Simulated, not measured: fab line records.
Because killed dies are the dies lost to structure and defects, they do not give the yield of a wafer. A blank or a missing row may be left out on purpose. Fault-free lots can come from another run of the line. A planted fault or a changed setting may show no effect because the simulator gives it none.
fab line records	flow n5Finfet
record lots=5	wafers=15	lastDay=16
route steps=1938 shown BEOL_M4@1099 BEOL_M5@1112 BEOL_M15@1809 PASSIVATION@1936
lots that met no fault: from a run of the same line without faults
startH: start of the lot's first displayed wafer, in hours after the record's first day	waitH: hours since the lot's step before	" as in the row above	L1.1+2: several wafers, shown together as one row	- no value, or no start given	* or withheld: withheld	< > ~ a bound
route shown NAME@n: a module of which the file shows steps, and the number in the route of the first	usual: average and standard deviation across the fault-free wafers	same: alike in all rows	chamber/n: place in a boat	sites: the reading at each site	_std_site: the values' standard deviation	_edge_site: mean of outer sites minus mean of inner sites	radiusMm: how far each site lies from the wafer's centre	mask NAME#n: copy n	behind: the last tool/chamber to shape the wafer	hold: cause of the lot's hold/its duration in hours/its outcome	device: transistor that didn't switch, given as n, p or np	end of line: tests of these same wafers at the route's end	for a step that has no rows: nothing shown but its recipe	killed: the dies lost at the first sort to structure and to defects; this is not the yield of the wafer	map: a wafer's dies, x killed, . not, _ none there
set.NAME: setting as actually run; set.NAME@STEP: the setting as run at that earlier step	model.NAME: the simulator's own value behind a step, which no gauge read
certain route steps with their lots: each step a table, each wafer a row
services: when a tool's chamber went out of use (startH, in hours from the record's first day, below 0 if earlier), for how many hours, and the reason
## steps
# step N5_BEOL_M4_ANNEAL_95
# recipe tempC=400	timeS=240	ambient=vacuum
# step N5_BEOL_M4_SPUTTER_96
# recipe material=Cu	targetThkA=45	tempC=-20	chamberPressurePa=0.07	powerW=withheld	timeS=8.29
# step N5_BEOL_M4_ECD_50
# recipe material=Cu	targetThkA=3000
# step N5_BEOL_M4_ANNEAL_51
# recipe tempC=225	timeS=90	ambient=N2
# step N5_BEOL_M4_CMP_52
# recipe stopOn=SiOC	tOverpolishS=6.8	downForcePsi=1	platenRpm=50	clearingPlatenDownForcePsi=1.5	clearingPlatenRpm=50	postCmpClean=cuAlkaline	targetThkNm=40	clearingPlatenPadVelocityMS=0.99484	padVelocityMS=0.99484
# step N5_BEOL_M4_PRE_CLEAN_60
# recipe gas=NH3/H2	timeS=15	tempC=*	rfPowerW=300
# step N5_BEOL_M4_CO_CAP_55
# recipe material=Co	targetThkA=20	tempC=200	precursor=CCTBA/H2	pressureTorr=30	timeS=102.1
# step N5_BEOL_M4_PRE_CLEAN_56
# recipe gas=NH3	timeS=15	tempC=withheld	rfPowerW=300
# step N5_BEOL_M4_DEP_57
# recipe material=SiCN	targetThkA=80	tempC=withheld	precursor=3MS/NH3	pressureTorr=3	rfW=202	timeS=14
# step N5_BEOL_M4_RC_MEAS_101
# usual DIBL_N=36.7/2.4	DIBL_P=37.4/2.9	IOFF_N=0.18/0.05	IOFF_P=0.23/0.058	ION_N=683/16	ION_P=467/11	SS_N=71.7/0.77	SS_P=73.5/0.87	VT_N=249/4.3	VT_P=-250/4.4
lot.wafer	tool	chamber	startH	waitH	DIBL_N[mV/V]	DIBL_P[mV/V]	IOFF_N[nA/um]	IOFF_P[nA/um]	ION_N[uA/um]	ION_P[uA/um]	SS_N[mV/dec]	SS_P[mV/dec]	VT_N[mV]	VT_P[mV]
L902.3	prober-01	0	216.41	0.3	36.3	35.3	0.16	0.23	666	463	71.4	73.6	252	-247
L902.4	"	0	"	"	38.7	38.6	0.22	0.29	695	478	71.9	74.1	243	-245
L902.6	"	0	"	"	38.0	37.9	0.19	0.27	698	487	72.1	74.4	247	-242
L903.1	prober-01	0	224.21	0.0	35.2	34.6	0.12	0.15	669	453	71.3	72.5	255	-260
L903.3	"	0	"	"	36.8	37.6	0.15	0.18	673	454	71.0	72.8	249	-256
L903.6	"	0	"	"	38.6	39.5	0.20	0.21	700	474	71.6	74.0	246	-253
L909.1	prober-01	0	258.88	0.0	39.3	40.9	0.21	0.28	704	478	72.0	73.9	249	-247
L909.2	"	0	"	"	33.3	34.3	0.10	0.17	646	453	70.5	72.6	257	-253
L909.3	"	0	"	"	39.0	41.1	0.20	0.28	682	467	72.2	73.9	247	-249
L910.1	prober-02	0	259.90	0.0	35.4	37.9	0.16	0.23	691	478	71.3	73.9	251	-249
L910.4	"	0	"	"	38.4	41.0	0.21	0.27	692	470	71.8	73.8	248	-248
L910.6	"	0	"	"	34.6	37.0	0.14	0.21	663	463	70.9	73.5	253	-249
L911.1	prober-01	0	266.77	0.0	35.3	35.9	0.15	0.21	696	476	71.9	73.1	250	-250
L911.3	"	0	"	"	35.1	34.6	0.14	0.19	664	447	70.7	73.4	251	-250
L911.6	"	0	"	"	33.3	31.6	0.11	0.15	679	462	71.1	72.3	256	-257
# step N5_BEOL_M5_ILD_DEP_00
# recipe material=SiCOH_lowk	targetThkA=1406.4	tempC=300	precursor=DEMS/porogen	pressureTorr=5	rfW=500	timeS=25.9
# step N5_BEOL_M5_CURE_79
# recipe tempC=385	timeS=240	ambient=He/Ar	material=SiCOH_lowk
# step N5_BEOL_M5_PECVD_70
# recipe material=SiO2	targetThkA=160	tempC=400	precursor=TEOS/O2	pressureTorr=5.5	rfW=450	teosFlowSccm=53.8	gas=O2	flowSccm=3000	timeS=18
# step N5_BEOL_M5_HM_DEP_02
# recipe material=TiN	targetThkA=200	tempC=25	chamberPressurePa=0.49996
# step N5_BEOL_M5_COAT_59
# recipe resist=SOC	tempC=250	timeS=60	spinRpm=1500	resistThkNm=60
# step N5_BEOL_M5_COAT_60
# recipe resist=SiARC	tempC=220	timeS=60	spinRpm=1500	resistThkNm=12
# step N5_BEOL_M5_COAT_71
# recipe resist=underlayer	tempC=205	timeS=60	spinRpm=1500	resistThkNm=5
# step N5_BEOL_M5_COAT_05
# recipe resist=CAR-EUV	spinRpm=1500	resistThkNm=30
# step N5_BEOL_M5_EBR_07
# recipe solvent=PGMEA	ebrWidthMm=1.5
# step N5_BEOL_M5_SOFTBAKE_06
# recipe tempC=110	timeS=60	resist=CAR-EUV
# step N5_BEOL_M5_EXPOSE_08
# recipe maskId=M5	na=0.33	sourceShape=annular	sigmaInner=0.4	sigmaOuter=0.8	polarization=unpolarized	targetCdNm=28	doseMj=35.75
# step N5_BEOL_M5_PEB_09
# recipe pebTempC=100	pebTimeS=60	resist=CAR-EUV
# step N5_BEOL_M5_DEVELOP_10
# recipe developTimeS=30	developer=TMAH	resist=CAR-EUV	rinseLiquid=surfactantRinse	dry=airSpin	devTempC=23
# step N5_BEOL_M5_DESCUM_16
# recipe chemistry=O2	timeS=7	sourcePowerW=50	biasPowerW=20	pressureMtorr=20	rfFrequencyHz=2.712e+07	tempC=40	resist=CAR-EUV	o2FlowSccm=225
# step N5_BEOL_M5_ETCH_72
# recipe chemistry=N2/H2	target=underlayer	targetDepthA=65	maskMaterial=CAR-EUV	timeS=5.2	ionEnergyEv=200	pressureMtorr=30	sourceW=840	biasW=150	n2FlowSccm=200	h2FlowSccm=200	ends=cleared
# step N5_BEOL_M5_ETCH_61
# recipe chemistry=CF4	target=SiARC	targetDepthA=156	maskMaterial=CAR-EUV	timeS=26	ionEnergyEv=80	pressureMtorr=40	sourceW=545	biasW=36	Ar_flow_sccm=100	cf4FlowSccm=100	ends=cleared
# step N5_BEOL_M5_ETCH_62
# recipe chemistry=N2/H2	target=SOC	targetDepthA=750	overetchA=150	maskMaterial=SiARC	tempC=40	timeS=112.5	ionEnergyEv=200	pressureMtorr=30	sourceW=840	biasW=150	n2FlowSccm=200	h2FlowSccm=200
# step N5_BEOL_M5_STRIP_63
# recipe chemistry=N2/H2	tempC=40	n2FlowSccm=200	h2FlowSccm=200	rfFrequencyHz=6e+07
# step N5_BEOL_M5_STRIP_73
# recipe chemistry=N2/H2	tempC=40	n2FlowSccm=200	h2FlowSccm=200	rfFrequencyHz=6e+07
# step N5_BEOL_M5_STRIP_64
# recipe chemistry=CF4	resist=SiARC	powerW=300	biasPowerW=75	pressureMtorr=50	cf4FlowSccm=150	rfFrequencyHz=6e+07
# step N5_BEOL_M5_HM_OPEN_17
# recipe chemistry=Cl2/BCl3	targetDepthA=200	overetchA=60	target=TiN	maskMaterial=SOC	ionEnergyEv=150	pressureMtorr=10	icpW=1000	biasW=126	Cl2_flow_sccm=53.25	bcl3FlowSccm=21.75	Ar_flow_sccm=25
# step N5_BEOL_M5_STRIP_19
# recipe chemistry=O2	powerW=400	tempC=40	pressureMtorr=30	rfFrequencyHz=6e+07	biasPowerW=0	overashFraction=0.2	o2FlowSccm=225
# step N5_BEOL_M5_COAT_65
# recipe resist=SOC	tempC=250	timeS=60	spinRpm=1500	resistThkNm=60
# step N5_BEOL_M5_COAT_66
# recipe resist=SiARC	tempC=220	timeS=60	spinRpm=1500	resistThkNm=12
# step N5_BEOL_M15_TRENCH_ETCH_34
# recipe chemistry=C4F8/O2/Ar	target=SiO2	targetDepthA=8729.3	heInnerTorr=15	heOuterTorr=30	timeS=199	ionEnergyEv=800	pressureMtorr=20	sourceW=1905	biasW=2040	Ar_flow_sccm=400	C4F8_flow_sccm=16	O2_flow_sccm=12
# usual drypumpMotorCurrentA=5.6/0.41	oes_ar_750_au=0.78/0.062	oesProductAu=0.78/0.065	rfVppV=2186/59	showerheadPlenumPTorr=3.43/0.12	throttleValvePct=30.82/0.21	timeS=199/0
lot.wafer	tool	chamber	startH	waitH	drypumpMotorCurrentA	oes_ar_750_au	oesProductAu	rfHoursCounterH	rfVppV	showerheadPlenumPTorr	throttleValvePct	timeS	model.etch.depthNm	model.coat_of_BEOL_M15_COAT_22.thkNm
L902.3	rieDiel-02	3	292.54	0.0	5.4	0.72	0.71	184	2162	3.55	30.83	199	852.2	548.4
L902.4	"	1	"	"	6.0	0.75	0.74	183	2120	3.31	30.71	199	877	547.8
L902.6	"	2	"	"	5.9	0.70	0.70	-	2139	3.37	30.99	199	849.9	550.4
L903.1	rieDiel-02	0	304.05	0.0	5.0	0.72	0.71	207	2280	3.43	31.06	199	862.5	538
L903.3	"	2	"	"	5.9	0.70	0.68	239	2140	3.37	30.97	199	833.2	549.8
L903.6	"	0	"	"	5.0	0.73	0.71	-	2282	3.43	31.06	199	866.2	538.8
L909.1	rieDiel-06	3	350.67	0.0	5.9	0.75	0.75	188	2121	3.17	30.70	139.3	607.9	597.8
L909.2	"	0	"	"	5.7	0.85	0.84	69	2246	3.48	30.80	139.3	603.4	601.2
L909.3	"	2	"	"	5.4	0.78	0.78	145	2178	3.57	30.75	139.3	633.8	588
L910.1	rieDiel-05	1	354.30	0.0	5.8	0.82	0.80	93	2170	3.51	31.43	139.3	588.4	599.8
L910.4	"	3	"	"	5.2	0.79	0.77	99	2261	3.46	30.89	139.3	575.8	607.6
L910.6	"	3	"	"	5.2	0.79	0.77	-	2260	3.46	30.91	139.3	575.8	608
L911.1	rieDiel-02	3	354.44	0.0	5.5	0.70	0.70	202	2160	3.54	30.88	139.3	598	601.2
L911.3	"	0	"	"	5.0	0.71	0.70	224	2280	3.42	31.07	139.3	606.2	597
L911.6	"	0	"	"	5.0	0.71	0.69	-	2281	3.42	31.05	139.3	598.4	596
# step N5_BEOL_M15_CMP_49
# recipe stopOn=SiO2	tOverpolishS=4.9	downForcePsi=2	platenRpm=80	clearingPlatenDownForcePsi=2	clearingPlatenRpm=80	postCmpClean=cuAlkaline	targetThkNm=850	clearingPlatenPadVelocityMS=1.5917	padVelocityMS=1.5917
# usual clearingPlatenDownForcePsi=2.000/0.0037	clearingPlatenRpm=80.00/0.045	motorCurrentA=8.7/1.3
lot.wafer	tool	chamber	startH	waitH	clearingPlatenDownForcePsi	clearingPlatenRpm	motorCurrentA	model.Cu_of_BEOL_M15_ECD_47.thkNm
L902.4	cmp-02	0	297.93	0.2	1.996	80.05	8.4	853
L902.3	"	2	"	"	2.004	80.06	7.4	830.4
L902.6	"	3	"	"	2.000	79.99	8.9	828.6
L903.3	cmp-02	0	307.61	0.2	1.997	79.99	8.3	809.8
L903.1	"	3	"	"	2.000	79.98	8.8	840
L903.6	"	0	"	"	2.001	79.97	8.1	843.2
L909.3	cmp-03	1	354.02	0.2	1.998	80.00	10.9	611.2
L909.2	"	2	"	"	1.990	80.05	8.2	579.6
L909.1	"	3	"	"	1.999	80.04	6.9	583.6
L911.3	cmp-03	1	357.17	0.2	2.008	80.14	11.6	581.6
L911.1	"	3	"	"	2.004	79.97	7.3	572.2
L911.6	"	2	"	"	1.999	80.04	8.4	573
L910.1	cmp-02	1	357.18	0.3	2.003	80.01	9.8	566.4
L910.4	"	2	"	"	2.004	80.05	7.4	552.2
L910.6	"	0	"	"	2.002	79.94	8.4	551.2
# step N5_BEOL_M15_THK_MEAS_50
# recipe thkMeasGauge=xrf	reads=Cu_of_BEOL_M15_ECD_47
# usual M15_THK=843/20
lot.wafer	tool	chamber	startH	waitH	M15_THK[nm]
L902.3	filmMetro-01	-	298.18	-	821
L902.4	"	-	"	"	846
L902.6	"	-	"	"	823
L903.1	filmMetro-01	-	307.90	-	836
L903.3	"	-	"	"	806
L903.6	"	-	"	"	837
L909.1	filmMetro-02	-	354.31	-	581
L909.2	"	-	"	"	576
L909.3	"	-	"	"	611
L910.1	filmMetro-02	-	357.40	-	572
L910.4	"	-	"	"	559
L910.6	"	-	"	"	556
L911.1	filmMetro-02	-	357.46	-	574
L911.3	"	-	"	"	586
L911.6	"	-	"	"	576
# step N5_BEOL_M15_RS_MEAS_54
# recipe thkMeasGauge=four-point-probe	reads=Cu_of_BEOL_M15_ECD_47+Ta_of_BEOL_M15_SPUTTER_44+TaN_of_BEOL_M15_SPUTTER_43
# usual M15_RS=0.0217/0.00051
lot.wafer	tool	chamber	startH	waitH	M15_RS[ohm/sq]
L902.3	filmMetro-01	-	298.34	0.1	0.0220
L902.4	"	-	"	"	0.0215
L902.6	"	-	"	"	0.0221
L903.1	filmMetro-01	-	308.03	0.0	0.0218
L903.3	"	-	"	"	0.0226
L903.6	"	-	"	"	0.0217
L909.1	filmMetro-01	-	354.44	0.0	0.0316
L909.2	"	-	"	"	0.0318
L909.3	"	-	"	"	0.0302
L910.1	filmMetro-01	-	357.53	0.0	0.0326
L910.4	"	-	"	"	0.0335
L910.6	"	-	"	"	0.0336
L911.1	filmMetro-01	-	357.59	0.0	0.0323
L911.3	"	-	"	"	0.0317
L911.6	"	-	"	"	0.0322
# step N5_PASSIVATION_PROBE_49
# usual defectLimitedYield=91.4/1.6	killed_at_M0_to_M3=31/11	killed_at_M4_up=14/5.7	killedAtContacts=12/6	killedAtFrontEnd=41/13	killedAtOther=3.3/2.8	killedDies=101/19	killedOpen=67/14	killedShort=33/8.2	sort_bin_5_function=5.0/1.1	sort_bin_6_memory=3.3/0.74	sort_bin_8_speed=0.0/0.36	sortNPass=1078/20
# same grossDies=1180	killedAtBackSide=0	sort_bin_4_leakage[%]=0
lot.wafer	tool	chamber	startH	waitH	defectLimitedYield[%]	killed_at_M0_to_M3	killed_at_M4_up	killedAtContacts	killedAtFrontEnd	killedAtOther	killedDies	killedOpen	killedShort	sort_bin_5_function[%]	sort_bin_6_memory[%]	sort_bin_8_speed[%]	sortNPass
L902.3	prober-01	-	311.14	0.1	91.1	33	17	22	33	0	105	61	40	5.6	3.2	0	1075
L902.4	prober-01	-	311.19	0.2	92.2	23	12	14	42	1	92	65	26	4.5	3.1	0	1088
L902.6	prober-01	-	311.29	0.3	91.8	33	11	12	37	4	97	70	21	4.2	3.3	0	1083
L903.1	prober-01	-	324.56	0.0	91.5	34	12	3	48	3	100	69	30	5.1	3.2	0	1080
L903.3	prober-01	-	324.66	0.1	91.4	27	9	5	58	2	101	58	43	5.3	3.0	0	1079
L903.6	prober-01	-	324.81	0.3	89.9	33	12	5	67	2	119	75	42	5.7	3.8	0	1061
L909.1	prober-02	-	368.38	0.0	84.2	32	21	20	114	0	187	69	30	10.5	3.3	0.2	993
L909.2	prober-02	-	368.43	0.1	84.2	33	15	12	120	6	186	59	23	9.6	2.8	0.3	994
L909.3	prober-02	-	368.48	0.1	87.9	24	19	17	82	1	143	72	24	6.9	3.9	0	1037
L911.1	prober-02	-	371.67	0.0	92.1	30	12	17	31	3	93	68	17	4.1	3.1	0.4	1087
L911.3	prober-02	-	371.77	0.1	92.6	33	17	15	22	0	87	60	24	5.3	1.7	0.1	1093
L911.6	prober-02	-	371.92	0.3	92.0	36	14	12	31	1	94	58	29	4.2	3.0	0.1	1086
L910.1	prober-01	-	371.93	0.0	81.6	21	21	13	160	2	217	79	31	9.4	5.4	0.3	963
L910.4	prober-01	-	372.08	0.2	86.9	22	8	7	118	0	155	52	18	7.7	2.1	0.3	1025
L910.6	prober-01	-	372.18	0.3	84.2	17	20	18	130	1	186	63	20	9.7	3.3	0.4	994
# killed by level:class
L902.3 MOL_CONTACT_COAG:geometricParticle:open=16 BEOL_M0_SAQP:geometricParticle:short=11 BEOL_M0_SAQP:geometricParticle:open=7 FIN_SAQP:geometricParticle:open=6 MOL_CONTACT_COAG:geometricParticle:short=6 BEOL_M3:geometricParticle:open=6 BEOL_M4:geometricParticle:open=5 STI_FIN_REVEAL:geometricParticle:open=4
L902.4 FIN_SAQP:geometricParticle:open=17 MOL_CONTACT_COAG:geometricParticle:open=13 BEOL_M0_SAQP:geometricParticle:short=10 BEOL_M0_SAQP:geometricParticle:open=7 BEOL_M4:geometricParticle:open=6 GATE_CUT:geometricParticle:short=5 STARTING-WAFER:geometricParticle:open=5 STI_FIN_REVEAL:geometricParticle:open=4
L902.6 BEOL_M0_SAQP:geometricParticle:open=16 STI_FIN_REVEAL:geometricParticle:open=14 MOL_CONTACT_COAG:geometricParticle:open=11 BEOL_M0_SAQP:geometricParticle:short=10 HKMG_FIN:areaEtch=4 FIN_SAQP:geometricParticle:open=3 BEOL_M0:geometricParticle:open=3 BEOL_M4:geometricParticle:open=3
L903.1 FIN_SAQP:geometricParticle:open=12 BEOL_M0_SAQP:geometricParticle:open=11 STI_FIN_REVEAL:geometricParticle:open=10 BEOL_M0_SAQP:geometricParticle:short=8 BEOL_M1:geometricParticle:open=7 FIN_SAQP:geometricParticle:short=6 BEOL_M4:geometricParticle:open=6 GATE_CUT:geometricParticle:short=4
L903.3 FIN_SAQP:geometricParticle:open=18 FIN_SAQP:geometricParticle:short=15 BEOL_M2:geometricParticle:open=9 STI_FIN_REVEAL:geometricParticle:open=8 BEOL_M0_SAQP:geometricParticle:short=8 STI_FIN_REVEAL:geometricParticle:short=5 MOL_CONTACT_COAG:geometricParticle:open=4 BEOL_M4:geometricParticle:open=4
L903.6 STI_FIN_REVEAL:geometricParticle:open=14 FIN_SAQP:geometricParticle:open=12 FIN_SAQP:geometricParticle:short=12 BEOL_M1:geometricParticle:open=6 BEOL_M2:geometricParticle:open=6 GATE_CUT:geometricParticle:short=6 MOL_CONTACT_COAG:geometricParticle:open=5 BEOL_M0_SAQP:geometricParticle:short=5
L909.1 FIN_CUT:unspecified=84 MOL_CONTACT_COAG:geometricParticle:open=16 BEOL_M4:geometricParticle:open=16 DUMMY_GATE:geometricParticle:open=8 BEOL_M0_SAQP:geometricParticle:open=6 BEOL_M3:geometricParticle:open=6 BEOL_M1:geometricParticle:open=5 ILD0:geometricParticle:short=4
L909.2 FIN_CUT:unspecified=100 MOL_CONTACT_COAG:geometricParticle:open=9 BEOL_M3:geometricParticle:open=8 BEOL_M0_SAQP:geometricParticle:short=7 BEOL_M4:geometricParticle:open=7 STARTING-WAFER:geometricParticle:open=6 BEOL_M1:geometricParticle:open=5 BEOL_M2:geometricParticle:open=5
L909.3 FIN_CUT:unspecified=47 MOL_CONTACT_COAG:geometricParticle:open=14 STI_FIN_REVEAL:geometricParticle:open=8 BEOL_M0_SAQP:geometricParticle:open=8 BEOL_M4:geometricParticle:open=7 FIN_SAQP:geometricParticle:short=6 DUMMY_GATE:geometricParticle:open=6 BEOL_M1:geometricParticle:open=5
L911.1 MOL_CONTACT_COAG:geometricParticle:open=13 FIN_SAQP:geometricParticle:open=11 BEOL_M3:geometricParticle:open=10 BEOL_M1:geometricParticle:open=6 BEOL_M2:geometricParticle:open=6 BEOL_M15:areaEcd=5 MOL_CONTACT_COAG:geometricParticle:short=4 BEOL_M1:geometricParticle:short=4
L911.3 MOL_CONTACT_COAG:geometricParticle:open=11 BEOL_M3:geometricParticle:open=9 BEOL_M2:geometricParticle:open=6 BEOL_M0_SAQP:geometricParticle:short=5 BEOL_M4:geometricParticle:open=5 DUMMY_GATE:geometricParticle:open=4 MOL_CONTACT_COAG:geometricParticle:short=4 BEOL_M1:geometricParticle:open=4
L911.6 BEOL_M0_SAQP:geometricParticle:open=11 BEOL_M0_SAQP:geometricParticle:short=11 STI_FIN_REVEAL:geometricParticle:open=8 MOL_CONTACT_COAG:geometricParticle:open=7 MOL_CONTACT_COAG:geometricParticle:short=5 BEOL_M1:geometricParticle:open=5 HKMG_FIN:areaEtch=5 DUMMY_GATE:geometricParticle:open=4
L910.1 FIN_CUT:unspecified=101 FIN_SAQP:geometricParticle:open=15 MOL_CONTACT_COAG:geometricParticle:open=11 STI_FIN_REVEAL:geometricParticle:open=11 FIN_SAQP:geometricParticle:short=10 BEOL_M3:geometricParticle:open=7 STI_FIN_REVEAL:geometricParticle:short=7 BEOL_M4:geometricParticle:open=6
L910.4 FIN_CUT:unspecified=81 FIN_SAQP:geometricParticle:open=11 BEOL_M3:geometricParticle:open=11 STI_FIN_REVEAL:geometricParticle:open=7 MOL_CONTACT_COAG:geometricParticle:open=6 BEOL_M3:geometricParticle:short=4 GATE_CUT:geometricParticle:open=4 FIN_SAQP:geometricParticle:short=3
L910.6 FIN_CUT:unspecified=97 MOL_CONTACT_COAG:geometricParticle:open=16 STI_FIN_REVEAL:geometricParticle:open=14 BEOL_M3:geometricParticle:open=6 FIN_SAQP:geometricParticle:open=5 BEOL_M15:areaEcd=5 FIN_SAQP:geometricParticle:short=4 BEOL_M4:geometricParticle:open=4
# map L909.1 (x killed, . not)
_________________xxxxxxxxxxxx________________
______________.xxxxxxxxxxxxxx.x._____________
___________x...xxxxxxxxxxxxxx..x...__________
__________.....xxxxxxxxxxxxx..x....._________
________..x.....xxxxxxxxxxxxx....x...._______
_______........x.x.xxxxxxxx.x........x.______
______............x.x.x.xx..x..........x_____
_____.......xx..x...x..x.................____
____.xx..x.....x...............x.....x....___
___.........x....................x.........__
___...x........x..............x............__
__.x..........x.........................x..._
__............x......xx....................x_
_.................x..x..x...xxx..............
_......x............x........................
_.....x.................x.....x...x..........
_.................x....x..xx.................
_...................................x.....x..
_...........x.......x..x.x...........x.x.....
_...x.....x..........x............x..........
_...........x...xx.......x...............x...
__.........................................._
__.....x..........x....x..x............x...x_
___......x..x..........x...................__
___........x.x......x...............x..x.x.__
____....x....xx..........x.....x..........___
_____.x........xx............x...........____
______x..........x.................x...._____
_______.x......x.......................______
________..............x.....x........._______
__________............x............._________
___________...xx........x....x.....__________
______________..x.x............._____________
_________________........x.x.________________
# map L910.1 (x killed, . not)
_________________............________________
______________........x........._____________
___________x.............x.x...x...__________
__________xx............xx...x..x..._________
________..x.x...x....................._______
_______x..x...............xx....x......______
______..x..........x............x....x.._____
_____.xxx.....................x........x.____
____xxxx.xxx........x............x..x....x___
___xxxxxxxx...........x.x......x...........__
___xxxxxxxxx...............................__
__xxxxxxxxxx.xx...x........x..x............._
__xxxxxxxxxx........x.....x.........x..x...._
_xxxxxxxxxx....x...x.........................
_xxxxxxxxxxxx.............x..................
_xxxxxxxxxx.x................................
_xxxxxxxxx...x....................x........x.
_.xxx...xxx....................x..x..........
_.xxx.xx..x...x....x.........................
_....x..x............xx...x........x....x....
_..x........xx.......x................x.x....
__.....................x..................x._
__..x........x..............x.....x........._
___.....x....x................x............__
___..........................x.............__
____...xxx.............x.xx......x....x...___
_____...x.x.x..............xx....x.......____
______.......x..x.........x.....x......._____
_______..x......xx..................x..______
________..........x....x....x..xx....._______
__________x............x..xxx.....xx_________
___________......x..x.........x....__________
______________x........x.x.x...._____________
_________________.........x..________________
## services
tool	chamber	startH	hours	kind
rieDiel-06	3	272.94	8.2	repair
rieDiel-05	2	292.50	6.9	repair
cmp-03	-	297.03	4.0	pm
cmp-03	-	301.03	-	consumableReplace:conditioner
cmp-03	-	301.03	-	consumableReplace:pad
cmp-02	-	313.26	1.4	repair
cmp-03	-	328.25	0.4	repair
rieDiel-06	3	335.24	4.3	repair
rieDiel-02	2	345.20	-	clean
rieDiel-02	2	345.20	-	consumableReplace:focusRing
rieDiel-02	2	345.20	14.0	scheduledDown
rieDiel-02	2	345.20	14.0	ventCycle
rieDiel-06	1	347.84	8.6	repair
## key
firstSign step=N5_BEOL_M15_TRENCH_ETCH_34	reading=timeS	direction=down	sigmas=99+	usual=*	struck=*
effect step=N5_BEOL_M15_THK_MEAS_50	reading=M15_THK	direction=down	sigmas=14	usual=843	struck=577
effect step=N5_BEOL_M15_RS_MEAS_54	reading=M15_RS	direction=up	sigmas=21	usual=0.0217	struck=0.0322
modelEffect step=N5_BEOL_M15_TRENCH_ETCH_34	value=etch.depthNm	without=855.2	struck=598.6
modelEffect step=N5_BEOL_M15_CMP_49	value=Cu_of_BEOL_M15_ECD_47.thkNm	without=831.1	struck=574.6
metAt N5_BEOL_M15_TRENCH_ETCH_34
struckWafers L909.1,L909.2,L909.3,L910.1,L910.4,L910.6,L911.1,L911.3,L911.6
onsetBetween 304.05 350.67
earlierFault kind=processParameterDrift	tool=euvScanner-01	chamber=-	onsetH=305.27	steps=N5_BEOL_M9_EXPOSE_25	channel=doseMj	offset=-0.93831	shape=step	actsIn=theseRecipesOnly	stated=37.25
earlierFault kind=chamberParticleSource	tool=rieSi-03	chamber=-	onsetH=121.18	steps=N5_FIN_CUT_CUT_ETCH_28	ratePerVisitCm2=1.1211
fault kind=recipeVersionSkew	tool=rieDiel-02,rieDiel-05,rieDiel-06	chamber=-	onsetH=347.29	steps=N5_BEOL_M15_TRENCH_ETCH_34	wrongRecipe.timeS=*
